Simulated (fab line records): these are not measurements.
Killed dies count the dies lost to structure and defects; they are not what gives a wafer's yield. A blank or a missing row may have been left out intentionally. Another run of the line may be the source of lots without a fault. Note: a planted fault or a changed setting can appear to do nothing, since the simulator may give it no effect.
fab line records    flow n5-finfet
record lots=6  wafers=18  last-day=19
route steps=1938 shown BEOL_M8@1359
lots that met no fault: from a run of the same line without faults
start-h: the number of hours between the record's first day and the start of the first shown wafer of the lot    wait-h: hours elapsed since this lot's preceding step    " same as the row above    L1.1+2: one row covering several wafers at once    - no value, or no start was given    * or withheld: withheld    < > ~ a bound
route shown NAME@n: a module of which the file shows steps, and the number in the route of the first    usual: mean and standard deviation over wafers with no fault    same: alike in all rows    chamber/n: place in a boat    sites: per-site readings    _std_site: their standard deviation    _edge_site: inner sites' mean taken away from outer sites' mean    radius-mm: how far each site lies from the wafer's centre    mask NAME#n: copy n    behind: the last tool/chamber to shape the wafer    hold: the reason the lot was held/the length of the hold in hours/how it ended    device: the n, p or np transistor that did not switch    end of line: the tests these same wafers got at the end of their route    step lacking rows: just its recipe    killed: dies lost to structure and defects at the first sort, not the wafer's yield    map: shows each die of a wafer: x if killed, . if not, _ if none is there
set.NAME: the setting as run; set.NAME@STEP: as run at that earlier step    model.NAME: the simulator's own value behind a step, which no gauge read
lots seen at some steps along the route; tables by step, rows by wafer
services: from which hour (start-h, from the record's first day; less than 0 if before it) a tool's chamber was out of use, for how many hours, and why
## steps
# step N5_BEOL_M8_COAT_22
# recipe resist=CAR-EUV  spin-rpm=1500  resist-thk-nm=30
# step N5_BEOL_M8_EBR_24
# recipe solvent=PGMEA  ebr-width-mm=1.5
# step N5_BEOL_M8_SOFTBAKE_23
# recipe temp-c=110  time-s=60  resist=CAR-EUV
# step N5_BEOL_M8_EXPOSE_25
# recipe mask-id=V7  na=0.33  source-shape=annular  sigma-inner=0.4  sigma-outer=0.8  polarization=unpolarized  target-cd-nm=40  dose-mj=42.5
# step N5_BEOL_M8_PEB_26
# recipe peb-temp-c=100  peb-time-s=60  resist=CAR-EUV
# step N5_BEOL_M8_DEVELOP_27
# recipe develop-time-s=30  developer=TMAH  resist=CAR-EUV  rinse-liquid=surfactant-rinse  dry=air-spin  dev-temp-c=23
# step N5_BEOL_M8_CD_MEAS_28
# recipe target-cd-nm=40  landing-energy-ev=500  detector=se-inlens
# usual cd-nm=40.05/0.26
lot.wafer  tool       chamber  start-h  wait-h  cd-nm
L520.1     cd-sem-01  0        237.31   -       39.73
L520.3     "          0        "        "       40.50
L520.4     "          0        "        "       39.97
L527.1     cd-sem-02  0        269.76   -       40.18
L527.2     "          0        "        "       40.18
L527.4     "          0        "        "       40.11
L530.2     cd-sem-03  0        298.88   -       39.95
L530.3     "          0        "        "       39.92
L530.6     "          0        "        "       40.05
L535.2     cd-sem-02  0        329.47   -       39.88
L535.3     "          0        "        "       39.98
L535.4     "          0        "        "       40.56
L542.1     cd-sem-01  0        366.10   -       40.34
L542.4     "          0        "        "       40.29
L542.5     "          0        "        "       40.38
L543.1     cd-sem-02  0        372.73   -       39.63
L543.2     "          0        "        "       39.50
L543.6     "          0        "        "       40.16
# step N5_BEOL_M8_OVL_MEAS_29
# recipe points-per-wafer=522
# usual V7_OVL=0.4/0.68
lot.wafer  tool        chamber  start-h  wait-h  V7_OVL[nm]
L520.1     overlay-02  0        237.34   0.0     1.2
L520.3     "           0        "        "       0.7
L520.4     "           0        "        "       1.3
L527.1     overlay-01  0        269.79   0.0     0.9
L527.2     "           0        "        "       0.8
L527.4     "           0        "        "       0.2
L530.2     overlay-02  0        298.91   0.0     0.9
L530.3     "           0        "        "       -0.1
L530.6     "           0        "        "       0.7
L535.2     overlay-01  0        329.50   0.0     -0.1
L535.3     "           0        "        "       -0.3
L535.4     "           0        "        "       0.5
L542.1     overlay-01  0        366.13   0.0     0.7
L542.4     "           0        "        "       0.7
L542.5     "           0        "        "       0.6
L543.1     overlay-01  0        372.76   0.0     0.8
L543.2     "           0        "        "       0.0
L543.6     "           0        "        "       1.3
# step N5_BEOL_M8_INSPECT_30
# recipe mode=adi  inspect-instrument=brightfield
# usual raw-defect-count=410/110
lot.wafer  tool               chamber  start-h  wait-h  raw-defect-count
L520.1     defect-inspect-01  -        237.40   0.1     509
L520.3     "                  -        "        "       605
L520.4     "                  -        "        "       513
L527.1     defect-inspect-02  -        269.84   0.1     449
L527.2     "                  -        "        "       345
L527.4     "                  -        "        "       362
L530.2     defect-inspect-02  -        298.96   0.0     269
L530.3     "                  -        "        "       448
L530.6     "                  -        "        "       203
L535.2     defect-inspect-02  -        329.55   0.0     377
L535.3     "                  -        "        "       285
L535.4     "                  -        "        "       473
L542.1     defect-inspect-02  -        366.18   0.1     446
L542.4     "                  -        "        "       256
L542.5     "                  -        "        "       269
L543.1     defect-inspect-02  -        372.82   0.1     573
L543.2     "                  -        "        "       448
L543.6     "                  -        "        "       442
# step N5_BEOL_M8_DESCUM_33
# recipe chemistry=O2  time-s=7  source-power-w=50  bias-power-w=20  pressure-mtorr=20  rf-frequency-hz=2.712e+07  temp-c=40  resist=CAR-EUV  o2-flow-sccm=225
# usual bias-power-w=20.01/0.063  drypump-motor-current-A=5.7/0.45  oes-product-au=0.81/0.11  rf-vpp-V=243.5/1.3  showerhead-plenum-p-Torr=2.13/0.08  throttle-valve-pct=20.4/0.3
lot.wafer  tool         chamber  start-h  wait-h  bias-power-w  drypump-motor-current-A  oes-product-au  rf-hours-counter-h  rf-vpp-V  showerhead-plenum-p-Torr  throttle-valve-pct
L520.1     rie-diel-04  0        237.44   0.0     19.90         5.6                      0.77            104                 241.3     2.02                      20.1
L520.3     "            2        "        "       19.99         6.0                      0.73            209                 242.7     1.98                      20.3
L520.4     "            1        "        "       20.03         5.3                      0.69            230                 243.3     2.18                      21.0
L527.1     rie-diel-05  3        269.88   0.0     19.95         6.1                      0.72            198                 242.5     2.06                      20.5
L527.2     "            2        "        "       19.96         5.5                      0.71            233                 244.2     2.18                      20.5
L527.4     "            0        "        "       20.07         5.6                      0.67            238                 243.9     2.07                      21.0
L530.2     rie-diel-05  3        299.12   0.2     19.88         6.1                      0.71            208                 242.6     2.06                      20.5
L530.3     "            0        "        "       19.99         5.6                      0.66            249                 242.7     2.07                      21.0
L530.6     "            1        "        "       20.07         6.5                      0.93            -                   244.7     2.21                      20.3
L535.2     rie-diel-05  0        330.06   0.5     19.97         5.6                      0.99            2                   241.4     2.07                      20.6
L535.3     "            3        "        "       20.10         6.1                      0.71            220                 242.4     2.06                      20.5
L535.4     "            0        "        "       19.99         5.6                      1.00            -                   241.5     2.07                      20.6
L542.1     rie-diel-02  3        366.51   0.3     19.91         4.9                      0.91            34                  242.2     2.03                      20.0
L542.4     "            2        "        "       20.04         6.4                      0.76            135                 244.0     2.20                      20.6
L542.5     "            0        "        "       19.99         5.7                      0.85            -                   244.8     2.22                      20.2
L543.1     rie-diel-04  0        372.86   0.0     20.01         5.6                      0.74            152                 241.5     2.01                      20.2
L543.2     "            1        "        "       19.93         5.3                      0.91            19                  245.2     2.16                      20.7
L543.6     "            3        "        "       20.07         5.7                      0.90            -                   242.0     2.14                      20.7
# step N5_BEOL_M8_ETCH_72
# recipe chemistry=N2/H2  target=underlayer  target-depth-a=65  mask-material=CAR-EUV  time-s=5.2  ion-energy-ev=200  pressure-mtorr=30  source-w=840  bias-w=150  n2-flow-sccm=200  h2-flow-sccm=200  ends=cleared
# usual bias-w=150.0/0.4  drypump-motor-current-A=5.7/0.45  etch-rf-on-time-s=5.24/0.16  oes-product-au=0.68/0.093  rf-vpp-V=524.7/2.9  showerhead-plenum-p-Torr=2.58/0.088  throttle-valve-pct=17.86/0.28
lot.wafer  tool         chamber  start-h  wait-h  bias-w  drypump-motor-current-A  etch-rf-on-time-s  oes-product-au  rf-hours-counter-h  rf-vpp-V  showerhead-plenum-p-Torr  throttle-valve-pct
L520.1     rie-diel-04  0        237.47   0.0     149.8   5.6                      5.33               0.66            104                 522.9     2.44                      17.40
L520.3     "            2        "        "       149.9   6.1                      5.22               0.62            209                 519.4     2.43                      17.94
L520.4     "            1        "        "       149.7   5.3                      5.54               0.59            230                 526.4     2.62                      18.27
L527.1     rie-diel-05  3        269.91   0.0     150.1   6.1                      5.22               0.62            198                 526.2     2.51                      17.92
L527.2     "            2        "        "       150.0   5.5                      5.21               0.61            233                 525.3     2.63                      17.94
L527.4     "            0        "        "       150.3   5.6                      5.41               0.58            238                 520.8     2.52                      18.34
L530.2     rie-diel-05  3        299.15   0.0     149.5   6.1                      5.32               0.60            208                 521.4     2.51                      17.97
L530.3     "            0        "        "       150.0   5.6                      5.50               0.57            249                 522.7     2.52                      18.36
L530.6     "            1        "        "       150.4   6.5                      5.01               0.79            -                   528.1     2.69                      17.75
L535.2     rie-diel-05  0        330.10   0.0     149.8   5.6                      5.29               0.85            2                   521.6     2.52                      17.92
L535.3     "            3        "        "       150.2   6.1                      5.36               0.60            220                 521.7     2.50                      17.96
L535.4     "            0        "        "       149.4   5.6                      5.35               0.84            -                   521.2     2.52                      17.93
L542.1     rie-diel-02  3        366.54   0.0     150.0   4.9                      5.01               0.78            34                  521.9     2.50                      17.66
L542.4     "            2        "        "       150.6   6.4                      5.06               0.66            135                 525.9     2.67                      17.93
L542.5     "            0        "        "       149.7   5.7                      5.23               0.72            -                   529.0     2.68                      17.50
L543.1     rie-diel-04  0        372.89   0.0     149.7   5.6                      5.29               0.62            152                 518.6     2.42                      17.44
L543.2     "            1        "        "       150.2   5.3                      5.41               0.75            19                  525.2     2.60                      17.96
L543.6     "            3        "        "       150.0   5.7                      5.18               0.76            -                   526.6     2.61                      18.10
# step N5_BEOL_M8_ETCH_65
# recipe chemistry=CF4  target=SiARC  target-depth-a=156  mask-material=CAR-EUV  time-s=26  ion-energy-ev=80  pressure-mtorr=40  source-w=545  bias-w=36  Ar_flow_sccm=100  cf4-flow-sccm=100  ends=cleared
# usual bias-w=36.01/0.11  drypump-motor-current-A=5.7/0.45  etch-rf-on-time-s=26.3/0.81  oes-product-au=0.69/0.093  rf-vpp-V=184.5/1.2  showerhead-plenum-p-Torr=2.17/0.073  throttle-valve-pct=15.60/0.28
lot.wafer  tool         chamber  start-h  wait-h  bias-w  drypump-motor-current-A  etch-rf-on-time-s  oes-product-au  rf-hours-counter-h  rf-vpp-V  showerhead-plenum-p-Torr  throttle-valve-pct
L520.1     rie-diel-04  0        237.49   0.0     36.08   5.6                      26.4               0.66            104                 182.7     2.08                      15.34
L520.3     "            2        "        "       35.95   6.0                      26.0               0.62            209                 183.0     2.03                      15.53
L520.4     "            1        "        "       35.84   5.3                      27.7               0.58            230                 184.3     2.21                      16.10
L527.1     rie-diel-05  3        269.93   0.0     35.93   6.1                      26.6               0.61            198                 184.8     2.13                      15.80
L527.2     "            2        "        "       36.07   5.5                      26.1               0.60            233                 184.7     2.19                      15.57
L527.4     "            0        "        "       36.22   5.6                      27.6               0.57            238                 183.2     2.11                      16.06
L530.2     rie-diel-05  3        299.17   0.0     35.86   6.1                      26.4               0.61            208                 184.6     2.12                      15.82
L530.3     "            0        "        "       36.05   5.6                      27.5               0.57            249                 183.3     2.11                      16.09
L530.6     "            1        "        "       36.08   6.5                      25.4               0.79            -                   186.5     2.27                      15.44
L535.2     rie-diel-05  0        330.12   0.0     36.02   5.6                      26.5               0.83            2                   184.6     2.11                      15.57
L535.3     "            3        "        "       36.08   6.1                      26.2               0.61            220                 183.3     2.12                      15.86
L535.4     "            0        "        "       36.10   5.6                      26.6               0.83            -                   184.0     2.11                      15.59
L542.1     rie-diel-02  3        366.56   0.0     36.07   4.9                      25.0               0.77            34                  183.9     2.09                      15.33
L542.4     "            2        "        "       36.14   6.4                      25.2               0.66            135                 185.4     2.24                      15.66
L542.5     "            0        "        "       35.85   5.8                      26.2               0.72            -                   186.3     2.26                      15.27
L543.1     rie-diel-04  0        372.91   0.0     35.99   5.6                      26.3               0.62            152                 182.4     2.06                      15.45
L543.2     "            1        "        "       35.87   5.3                      27.2               0.75            19                  184.9     2.20                      15.72
L543.6     "            3        "        "       35.96   5.7                      26.0               0.76            -                   183.9     2.18                      15.69
# step N5_BEOL_M8_ETCH_66
# recipe chemistry=N2/H2  target=SOC  target-depth-a=800  overetch-a=160  mask-material=SiARC  temp-c=40  time-s=120  ion-energy-ev=200  pressure-mtorr=30  source-w=840  bias-w=150  n2-flow-sccm=200  h2-flow-sccm=200
# usual bias-w=150.0/0.47  drypump-motor-current-A=5.7/0.45  oes-product-au=0.62/0.077  rf-vpp-V=524.9/2.5  showerhead-plenum-p-Torr=2.58/0.088  throttle-valve-pct=17.82/0.28
lot.wafer  tool         chamber  start-h  wait-h  bias-w  drypump-motor-current-A  oes-product-au  rf-hours-counter-h  rf-vpp-V  showerhead-plenum-p-Torr  throttle-valve-pct  model.SiARC_of_BEOL_M8_COAT_64.thk-nm
L520.1     rie-diel-04  0        237.52   0.0     149.9   5.6                      0.60            104                 522.4     2.44                      17.36               6.6
L520.3     "            2        "        "       149.4   6.1                      0.55            209                 522.5     2.43                      17.91               6.4
L520.4     "            1        "        "       149.5   5.3                      0.54            230                 525.2     2.62                      18.23               6.6
L527.1     rie-diel-05  3        269.96   0.0     149.3   6.1                      0.57            198                 524.4     2.51                      17.88               6.4
L527.2     "            2        "        "       149.4   5.5                      0.54            233                 524.7     2.63                      17.88               6.4
L527.4     "            0        "        "       149.6   5.6                      0.53            239                 523.0     2.52                      18.32               6.6
L530.2     rie-diel-05  3        299.20   0.0     116.0   6.1                      0.55            208                 442.5     2.51                      17.90               8.2
L530.3     "            0        "        "       114.5   5.6                      0.53            249                 442.5     2.52                      18.34               8.2
L530.6     "            1        "        "       115.0   6.5                      0.70            -                   446.1     2.69                      17.68               8
L535.2     rie-diel-05  0        330.14   0.0     115.5   5.6                      0.75            2                   442.6     2.52                      17.89               8
L535.3     "            3        "        "       115.9   6.1                      0.54            220                 442.8     2.50                      17.92               8.2
L535.4     "            0        "        "       114.7   5.6                      0.75            -                   442.8     2.52                      17.88               8
L542.1     rie-diel-02  3        366.59   0.0     150.0   4.9                      0.67            34                  522.2     2.50                      17.61               6
L542.4     "            2        "        "       149.7   6.4                      0.59            135                 528.0     2.67                      17.87               6
L542.5     "            0        "        "       149.5   5.8                      0.65            -                   528.2     2.68                      17.47               6.4
L543.1     rie-diel-04  0        372.94   0.0     149.7   5.6                      0.56            152                 520.4     2.42                      17.41               6.8
L543.2     "            1        "        "       149.9   5.3                      0.70            19                  523.8     2.60                      17.93               6.6
L543.6     "            3        "        "       149.7   5.8                      0.69            -                   525.1     2.61                      18.08               6.4
# step N5_BEOL_M8_STRIP_69
# recipe chemistry=N2/H2  temp-c=40  n2-flow-sccm=200  h2-flow-sccm=200  rf-frequency-hz=6e+07
## services
tool         chamber  start-h  hours  kind
rie-diel-05  1        232.24   -      clean
rie-diel-05  1        232.24   -      consumable-replace:focus-ring
rie-diel-05  1        232.24   -      consumable-replace:showerhead
rie-diel-05  1        232.24   23.2   scheduled-down
rie-diel-05  1        232.24   23.2   vent-cycle
rie-diel-02  1        236.01   1.8    repair
rie-diel-04  -        241.54   0.5    repair
rie-diel-02  -        268.92   2.8    pm
rie-diel-05  2        293.30   10.5   repair
rie-diel-05  -        300.33   0.8    repair
rie-diel-02  0        304.01   13.7   repair
rie-diel-05  0        304.85   -      clean
rie-diel-05  0        304.85   -      consumable-replace:focus-ring
rie-diel-05  0        304.85   18.9   scheduled-down
rie-diel-05  0        304.85   18.9   vent-cycle
rie-diel-05  2        324.63   -      clean
rie-diel-05  2        324.63   -      consumable-replace:focus-ring
rie-diel-05  2        324.63   16.0   scheduled-down
rie-diel-05  2        324.63   16.0   vent-cycle
rie-diel-04  -        328.22   20.3   repair
rie-diel-02  2        329.23   17.8   repair
rie-diel-05  -        333.67   14.6   pm
rie-diel-05  0        359.71   4.8    repair
rie-diel-04  3        360.47   4.1    repair
## key
first-sign step=N5_BEOL_M8_ETCH_66  reading=bias-w  direction=down  sigmas=74  usual=*  struck=*
effect step=N5_BEOL_M8_ETCH_66  reading=rf-vpp-V  direction=down  sigmas=33  usual=524.9  struck=443.2
model-effect step=N5_BEOL_M8_ETCH_66  value=SiARC_of_BEOL_M8_COAT_64.thk-nm  without=6.367  struck=8.1
met-at N5_BEOL_M8_ETCH_66
struck-wafers L530.2,L530.3,L530.6,L535.2,L535.3,L535.4
onset-between 269.96 299.20
fault kind=process-parameter-drift  tool=rie-diel-05  chamber=-  onset-h=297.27  steps=N5_BEOL_M8_ETCH_66  channel=bias-w  offset=*  shape=step  end-h=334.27  acts-in=*  stated=*
